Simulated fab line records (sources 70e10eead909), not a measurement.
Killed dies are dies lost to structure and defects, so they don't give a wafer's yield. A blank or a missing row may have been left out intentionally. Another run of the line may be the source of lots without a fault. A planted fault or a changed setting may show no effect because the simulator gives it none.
fab line records ; flow nand-harc
record: lots: 14; wafers: 42; last-day: 33
route steps=1302 shown P_M2@338
lots untouched by any fault: they come from a run of this same line in which no faults occurred
start-h: the number of hours between the record's first day and the start of the first shown wafer of the lot ; wait-h: hours since the lot's step before ; " unchanged from the row above ; L1.1+2: one row covering several wafers at once ; - no value, or no start was given ; * or withheld: withheld ; < > ~ a bound
route shown NAME@n: NAME is a module with steps in the file, n the number in the route of the first one ; usual: mean/standard deviation of fault-free wafers ; same: alike in all rows ; chamber/n: place in a boat ; sites: each site's reading ; _std_site: how widely they spread, as a standard deviation ; _edge_site: mean of outer sites minus mean of inner sites ; radius-mm: how far each site lies from the wafer's centre ; mask NAME#n: copy n ; behind: the most recent tool/chamber to have shaped the wafer ; hold: cause of the lot's hold/its duration in hours/its outcome ; device: which transistor (n, p or np) failed to switch ; end of line: tests run on the same wafers once the route is complete ; for a step that has no rows: nothing shown but its recipe ; killed: not the wafer's yield, but the dies lost to structure and defects at the first sort ; map: dies across one wafer; x = killed, . = not, _ = none there
set.NAME: the setting that was run; set.NAME@STEP: the one run at that earlier step ; model.NAME: the simulator's own value behind a step, which no gauge read
steps of the route over a sample of lots; a table a step, a row a wafer
services: a tool's chamber out of use, with start hour (start-h, from the record's first day; less than 0 if before it), hours out, and reason
== steps ==
step: NHARC_P_M2_DEGAS_29
recipe: temp-c: 250; time-s: 60
usual: heater-power-w: 338/28
lot.wafer;tool;chamber;start-h;wait-h;heater-power-w
L834.1;pvd-sputter-01;-;134.60;-;382
L834.4;pvd-sputter-01;-;134.60;-;345
L834.5;pvd-sputter-01;-;134.60;-;389
L836.3;pvd-sputter-02;-;154.84;-;278
L836.1;pvd-sputter-02;-;154.84;-;328
L836.5;pvd-sputter-02;-;154.84;-;278
L837.1;pvd-sputter-01;-;159.62;-;337
L837.4;pvd-sputter-01;-;159.62;-;321
L837.3;pvd-sputter-01;-;159.62;-;386
L838.4;pvd-sputter-01;-;171.31;-;340
L838.3;pvd-sputter-01;-;171.31;-;329
L838.2;pvd-sputter-01;-;171.31;-;381
L839.1;pvd-sputter-02;-;177.30;-;370
L839.4;pvd-sputter-02;-;177.30;-;323
L839.6;pvd-sputter-02;-;177.30;-;320
L843.2;pvd-sputter-03;-;218.90;-;344
L843.3;pvd-sputter-03;-;218.90;-;318
L843.4;pvd-sputter-03;-;218.90;-;339
L845.3;pvd-sputter-03;-;250.28;-;316
L845.1;pvd-sputter-03;-;250.28;-;342
L845.6;pvd-sputter-03;-;250.28;-;319
L846.2;pvd-sputter-02;-;255.80;-;369
L846.4;pvd-sputter-02;-;255.80;-;283
L846.6;pvd-sputter-02;-;255.80;-;365
L851.3;pvd-sputter-02;-;301.51;-;335
L851.2;pvd-sputter-02;-;301.51;-;316
L851.6;pvd-sputter-02;-;301.51;-;286
L853.4;pvd-sputter-01;-;316.07;-;393
L853.1;pvd-sputter-01;-;316.07;-;325
L853.5;pvd-sputter-01;-;316.07;-;326
L854.4;pvd-sputter-01;-;330.24;-;312
L854.6;pvd-sputter-01;-;330.24;-;321
L854.5;pvd-sputter-01;-;330.24;-;391
L855.2;pvd-sputter-03;-;339.97;-;353
L855.1;pvd-sputter-03;-;339.97;-;364
L855.3;pvd-sputter-03;-;339.97;-;311
L856.2;pvd-sputter-01;-;352.32;-;333
L856.1;pvd-sputter-01;-;352.32;-;391
L856.6;pvd-sputter-01;-;352.32;-;329
L857.1;pvd-sputter-02;-;365.90;-;288
L857.3;pvd-sputter-02;-;365.90;-;312
L857.5;pvd-sputter-02;-;365.90;-;281
step: NHARC_P_M2_PVD_20
recipe: target-thk-a: 50; bias-v: 168.6; power-w: 15000; chamber-pressure-pa: 0.12; time-s: 8.06; substrate-temp-c: 50; material: TaN
usual: throttle-valve-pct: 29.9/0.96
lot.wafer;tool;chamber;start-h;wait-h;throttle-valve-pct
L834.4;pvd-sputter-01;-;-;-;30.9
L834.1;pvd-sputter-01;-;-;-;28.4
L834.5;pvd-sputter-01;-;-;-;29.7
L836.3;pvd-sputter-02;-;-;-;29.1
L836.1;pvd-sputter-02;-;-;-;30.2
L836.5;pvd-sputter-02;-;-;-;32.0
L837.4;pvd-sputter-01;-;-;-;29.8
L837.3;pvd-sputter-01;-;-;-;27.8
L837.1;pvd-sputter-01;-;-;-;29.3
L838.3;pvd-sputter-01;-;-;-;28.3
L838.2;pvd-sputter-01;-;-;-;29.5
L838.4;pvd-sputter-01;-;-;-;30.7
L839.1;pvd-sputter-02;-;-;-;31.9
L839.4;pvd-sputter-02;-;-;-;30.1
L839.6;pvd-sputter-02;-;-;-;29.2
L843.4;pvd-sputter-03;-;-;-;30.1
L843.3;pvd-sputter-03;-;-;-;29.0
L843.2;pvd-sputter-03;-;-;-;30.2
L845.3;pvd-sputter-03;-;-;-;28.9
L845.1;pvd-sputter-03;-;-;-;30.1
L845.6;pvd-sputter-03;-;-;-;28.6
L846.4;pvd-sputter-02;-;-;-;30.2
L846.2;pvd-sputter-02;-;-;-;31.7
L846.6;pvd-sputter-02;-;-;-;30.3
L851.3;pvd-sputter-02;-;-;-;30.0
L851.2;pvd-sputter-02;-;-;-;31.5
L851.6;pvd-sputter-02;-;-;-;30.3
L853.1;pvd-sputter-01;-;-;-;31.0
L853.4;pvd-sputter-01;-;-;-;28.2
L853.5;pvd-sputter-01;-;-;-;30.8
L854.4;pvd-sputter-01;-;-;-;30.9
L854.5;pvd-sputter-01;-;-;-;30.3
L854.6;pvd-sputter-01;-;-;-;31.0
L855.1;pvd-sputter-03;-;-;-;28.8
L855.3;pvd-sputter-03;-;-;-;29.9
L855.2;pvd-sputter-03;-;-;-;30.1
L856.2;pvd-sputter-01;-;-;-;31.1
L856.1;pvd-sputter-01;-;-;-;27.7
L856.6;pvd-sputter-01;-;-;-;30.2
L857.3;pvd-sputter-02;-;-;-;28.9
L857.1;pvd-sputter-02;-;-;-;30.4
L857.5;pvd-sputter-02;-;-;-;28.7
step: NHARC_P_M2_PVD_21
recipe: target-thk-a: 300; chamber-pressure-pa: 5; power-w: 5000; substrate-temp-c: 30; time-s: 20.49; material: Cu
usual: throttle-valve-pct: 29.8/0.97
lot.wafer;tool;chamber;start-h;wait-h;throttle-valve-pct
L834.1;pvd-sputter-01;-;-;-;30.0
L834.4;pvd-sputter-01;-;-;-;30.4
L834.5;pvd-sputter-01;-;-;-;29.2
L836.1;pvd-sputter-02;-;-;-;30.3
L836.3;pvd-sputter-02;-;-;-;30.1
L836.5;pvd-sputter-02;-;-;-;32.1
L837.3;pvd-sputter-01;-;-;-;29.9
L837.1;pvd-sputter-01;-;-;-;28.2
L837.4;pvd-sputter-01;-;-;-;29.1
L838.2;pvd-sputter-01;-;-;-;29.4
L838.3;pvd-sputter-01;-;-;-;29.7
L838.4;pvd-sputter-01;-;-;-;28.2
L839.4;pvd-sputter-02;-;-;-;29.8
L839.1;pvd-sputter-02;-;-;-;29.0
L839.6;pvd-sputter-02;-;-;-;30.1
L843.3;pvd-sputter-03;-;-;-;30.0
L843.2;pvd-sputter-03;-;-;-;30.2
L843.4;pvd-sputter-03;-;-;-;29.8
L845.3;pvd-sputter-03;-;-;-;29.8
L845.1;pvd-sputter-03;-;-;-;30.0
L845.6;pvd-sputter-03;-;-;-;29.7
L846.4;pvd-sputter-02;-;-;-;32.0
L846.2;pvd-sputter-02;-;-;-;29.2
L846.6;pvd-sputter-02;-;-;-;31.8
L851.3;pvd-sputter-02;-;-;-;30.4
L851.2;pvd-sputter-02;-;-;-;28.7
L851.6;pvd-sputter-02;-;-;-;30.6
L853.4;pvd-sputter-01;-;-;-;29.9
L853.1;pvd-sputter-01;-;-;-;31.0
L853.5;pvd-sputter-01;-;-;-;27.7
L854.4;pvd-sputter-01;-;-;-;27.8
L854.6;pvd-sputter-01;-;-;-;27.8
L854.5;pvd-sputter-01;-;-;-;29.7
L855.3;pvd-sputter-03;-;-;-;30.0
L855.1;pvd-sputter-03;-;-;-;30.0
L855.2;pvd-sputter-03;-;-;-;29.8
L856.1;pvd-sputter-01;-;-;-;30.0
L856.2;pvd-sputter-01;-;-;-;30.3
L856.6;pvd-sputter-01;-;-;-;29.9
L857.3;pvd-sputter-02;-;-;-;29.2
L857.1;pvd-sputter-02;-;-;-;30.2
L857.5;pvd-sputter-02;-;-;-;28.6
step: NHARC_P_M2_ECD_22
recipe: target-thk-a: 4000; bath-temp-c: 25; material: Cu
lot.wafer;tool;chamber;start-h;wait-h
L834.1+4+5;ecd-cu-01;1,0,0;134.96;-
L836.1+3+5;ecd-cu-01;0;155.25;-
L837.1+4+3;ecd-cu-02;1,1,0;159.98;-
L838.2+3+4;ecd-cu-01;0,0,1;171.67;-
L839.1+4+6;ecd-cu-02;0,0,1;177.71;-
L843.2+4+3;ecd-cu-01;0,1,0;219.31;-
L845.1+3+6;ecd-cu-01;0,0,1;252.30;-
L846.2+4+6;ecd-cu-01;1,1,0;256.16;-
L851.2+3+6;ecd-cu-02;0,1,0;301.90;-
L853.1+4+5;ecd-cu-01;1,0,0;316.43;-
L854.4+5+6;ecd-cu-02;1,1,0;330.70;-
L855.2+1+3;ecd-cu-02;1,0,0;340.32;-
L856.2+1+6;ecd-cu-02;0,1,0;352.67;-
L857.1+3+5;ecd-cu-01;0,0,1;366.30;-
step: NHARC_P_M2_CMP_23
recipe: t-overpolish-s: 20; target-thk-nm: 144.3
usual: edge-zone-pressure-frac: 1.000/0.0045; motor-current-A: 12.2/1.8; slurry-filter-dp-kPa: 13.51/0.13; time-to-endpoint-s: 29/3
lot.wafer;tool;chamber;start-h;wait-h;edge-zone-pressure-frac;motor-current-A;slurry-filter-dp-kPa;time-to-endpoint-s
L834.1;cmp-04;3;135.74;-;0.996;10.7;13.68;35
L834.4;cmp-04;1;135.74;-;1.004;11.4;13.40;30
L834.5;cmp-04;3;135.74;-;0.997;10.1;13.76;38
L836.3;cmp-01;1;155.93;-;1.001;12.4;13.66;29
L836.1;cmp-01;0;155.93;-;1.000;11.9;13.41;31
L836.5;cmp-01;1;155.93;-;1.004;12.0;13.37;29
L837.3;cmp-04;2;160.70;-;1.004;13.9;13.55;28
L837.4;cmp-04;3;160.70;-;0.998;10.3;13.33;33
L837.1;cmp-04;0;160.70;-;0.999;10.7;13.56;32
L838.3;cmp-02;2;172.42;-;0.995;13.6;13.49;30
L838.2;cmp-02;0;172.42;-;0.999;10.6;13.76;26
L838.4;cmp-02;1;172.42;-;1.000;13.4;13.47;30
L839.4;cmp-02;3;178.38;-;0.999;12.4;13.49;27
L839.1;cmp-02;1;178.38;-;0.993;12.5;13.64;28
L839.6;cmp-02;0;178.38;-;0.996;10.5;13.50;29
L843.3;cmp-01;3;219.99;-;1.005;16.2;13.68;28
L843.4;cmp-01;1;219.99;-;1.005;12.5;13.61;28
L843.2;cmp-01;2;219.99;-;1.009;10.1;13.50;31
L845.3;cmp-01;3;253.04;-;1.004;15.9;13.64;30
L845.1;cmp-01;2;253.04;-;0.998;10.1;13.59;32
L845.6;cmp-01;3;253.04;-;0.996;16.3;13.37;16
L846.4;cmp-01;2;256.92;-;0.995;10.4;13.41;27
L846.2;cmp-01;0;256.92;-;1.001;12.6;13.68;15
L846.6;cmp-01;1;256.92;-;1.002;11.9;13.48;12
L851.2;cmp-04;2;302.59;-;1.002;14.2;13.61;29
L851.3;cmp-04;0;302.59;-;0.999;11.2;13.75;34
L851.6;cmp-04;2;302.59;-;0.999;13.4;13.64;32
L853.1;cmp-01;2;317.21;-;1.012;10.2;13.39;33
L853.4;cmp-01;3;317.21;-;0.999;15.7;13.46;32
L853.5;cmp-01;0;317.21;-;1.004;12.5;13.27;31
L854.4;cmp-01;0;331.43;-;1.002;12.3;13.18;32
L854.6;cmp-01;1;331.43;-;0.997;12.9;13.35;31
L854.5;cmp-01;2;331.43;-;1.003;10.3;13.42;31
L855.3;cmp-02;3;341.04;-;0.996;12.3;13.53;27
L855.2;cmp-02;0;341.04;-;0.999;10.8;13.66;27
L855.1;cmp-02;1;341.04;-;1.002;12.7;13.49;31
L856.1;cmp-01;1;353.40;-;1.002;12.5;13.48;29
L856.2;cmp-01;3;353.40;-;1.008;15.6;13.41;32
L856.6;cmp-01;2;353.40;-;1.002;10.1;13.45;32
L857.1;cmp-04;1;367.00;-;1.005;11.1;13.59;27
L857.3;cmp-04;3;367.00;-;1.002;9.9;13.45;34
L857.5;cmp-04;1;367.00;-;1.008;10.7;13.54;28
== services ==
tool;chamber;start-h;hours;kind
cmp-04;-;111.00;4.0;pm
ecd-cu-01;-;160.13;8.0;pm
pvd-sputter-03;-;169.21;6.8;repair
pvd-sputter-03;-;176.05;10.0;pm
ecd-cu-02;-;181.49;1.7;repair
cmp-04;-;190.05;2.4;repair
cmp-01;-;196.47;4.0;pm
cmp-01;-;205.04;8.0;repair
ecd-cu-02;-;205.08;1.3;repair
cmp-04;-;209.00;4.0;pm
cmp-01;-;215.39;0.3;repair
pvd-sputter-01;-;227.23;10.0;pm
cmp-01;-;243.22;3.3;repair
ecd-cu-02;-;244.12;8.0;pm
ecd-cu-01;-;246.78;4.9;repair
cmp-01;-;275.10;1.6;repair
pvd-sputter-02;-;282.80;10.0;pm
cmp-01;-;294.47;4.0;pm
ecd-cu-02;-;303.62;1.8;repair
pvd-sputter-03;-;313.90;0.7;repair
cmp-01;-;332.67;1.3;repair
ecd-cu-01;-;336.13;8.0;pm
cmp-01;-;341.13;0.4;repair
pvd-sputter-03;-;354.05;10.0;pm
== key ==
first-sign: step: NHARC_P_M2_CMP_23; reading: time-to-endpoint-s; direction: down; sigmas: 4.8; usual: *; struck: *
effect none on later readings
met-at NHARC_P_M2_ECD_22
struck-lots L845,L846
struck-wafers L845.6,L846.2,L846.6
later-rows-left-out L845.6,L846.2,L846.6
sort-left-out L845.6,L846.2,L846.6
not-acting-at NHARC_P_M2_DEGAS_29,NHARC_P_M2_PVD_20,NHARC_P_M2_PVD_21
onset-between 219.31 252.30
fault: kind: process-parameter-drift; tool: ecd-cu-01; chamber: -; onset-h: 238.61; steps: NHARC_P_M2_ECD_22; channel: target-thk-a; offset: *; shape: step; end-h: 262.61; scope: struck-wafers-only; acts-in: *; stated: *
sort-left-out: the simulated sort isn't trusted on such a fault, so these wafers' sort isn't shown, and their yield isn't known
later-rows-left-out: the simulator's readings of these wafers behind a module that went badly wrong aren't trusted and aren't shown, but for the sort
